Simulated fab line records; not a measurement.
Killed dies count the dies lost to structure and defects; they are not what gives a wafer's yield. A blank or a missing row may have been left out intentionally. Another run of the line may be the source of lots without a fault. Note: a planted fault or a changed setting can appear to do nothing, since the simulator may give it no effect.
Lot-split experiment -- flow n5 finfet -- 21 wafers read across 7 lots, on a route 1938 steps long

== THE SPLIT ITSELF ==
At N5_BEOL_M7_COAT_71 (time 60 s, resist thk 5 nm), the setting spin rpm was moved away from the recipe's 1500 rpm on 6 of the 21 wafers read, by -3.0% to +10.7%. This setting was run at the recipe's value on the other wafers.

== FROM THE SPLIT TO THE READING: what the file shows between them, 3 steps ==
- N5_BEOL_M7_COAT_22: resist thk 30 nm
- N5_BEOL_M7_EBR_24
- N5_BEOL_M7_DESCUM_33: chemistry O2, time 7 s

== THE READING ==
etch.depth nm (the simulator's own value, which no gauge read), in nm, at N5_BEOL_M7_ETCH_72 (etches underlayer in N2/H2, target depth 6.5 nm, time 5.2 s). The file gives no usual value for it. Here, 15 wafers ran the recipe; their average is 5.006 nm with a standard deviation of 0.0095 nm.

wafer,"tool, chamber at the split","spin rpm as run, rpm",against the recipe,"etch.depth nm, nm",against lot-mates on the recipe
L074.2,"litho track-05, 0",1500,recipe,5.021,-
L074.5,"litho track-05, 0",1660,+10.7%,4.76,-0.261
L074.6,"litho track-05, 0",1660,+10.7%,4.776,-0.245
L079.1,"litho track-04, 0",1500,recipe,5.016,-
L079.2,"litho track-04, 0",1500,recipe,5.021,-
L079.6,"litho track-04, 0",1500,recipe,5.003,-
L080.1,"litho track-01, 0",1500,recipe,5.001,-
L080.4,"litho track-01, 0",1500,recipe,4.998,-
L080.5,"litho track-01, 0",1500,recipe,5.013,-
L084.1,"litho track-01, 0",1500,recipe,5.002,-
L084.3,"litho track-01, 0",1500,recipe,5.014,-
L084.6,"litho track-01, 0",1500,recipe,5.005,-
L087.4,"litho track-01, 0",1500,recipe,5.006,-
L087.5,"litho track-01, 0",1455,-3.0%,5.097,+0.091
L087.6,"litho track-01, 0",1455,-3.0%,5.105,+0.099
L088.2,"litho track-04, 0",1500,recipe,4.995,-
L088.4,"litho track-04, 0",1500,recipe,5.003,-
L088.5,"litho track-04, 0",1500,recipe,5.008,-
L091.1,"litho track-01, 0",1620,+8.0%,4.802,-0.183
L091.2,"litho track-01, 0",1500,recipe,4.985,-
L091.4,"litho track-01, 0",1620,+8.0%,4.795,-0.190

THE FIT
A straight line over all 21 wafers: etch.depth nm changes by -0.0242 nm for each +1% of spin rpm; r = -0.99; the points scatter about the line by 0.014 nm.
The same after taking each lot's own level away (the mean of its wafers on the recipe; 21 wafers): -0.0242 nm for each +1%; r = -1.00; scatter 0.0091 nm.
That fit puts the effect of the largest move of spin rpm on the reading at 0.26 nm.
Across the lots, their own levels run from 4.9850 to 5.0210 nm, a range of 3.8 times the standard deviation given above.
Consequently the slope shifts little with the lot-to-lot level, the two slopes agreeing.
Check: -0.253 nm against its lot-mates is what the line predicts for one of the wafers moved furthest among these (+10.7%) when that wafer is left out of the fit. Against them it came out at -0.261 nm.

== ADDITIONAL SPLITS CARRIED BY THESE WAFERS ==
Other splits were also applied to these wafers ahead of the reading. Each is held against what the fit with the lots' levels taken away leaves over:
other split on the same wafers,wafers away from the commonest value,r with etch.depth nm (lot level and that fit taken away)
N5_BEOL_M4_DESCUM_16 time s,9,-0.29
N5_BEOL_M4_ETCH_64 bias w,6,-0.21
N5_BEOL_M5_EXPOSE_08 dose mj,6,+0.20
N5_BEOL_M5_ETCH_72 bias w,7,-0.08
N5_BEOL_M6_ETCH_66 source w,6,-0.02

== FILE'S OWN FIT ==
etch.depth nm changes by -0.0239 nm for each +1% of spin rpm, r = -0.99.
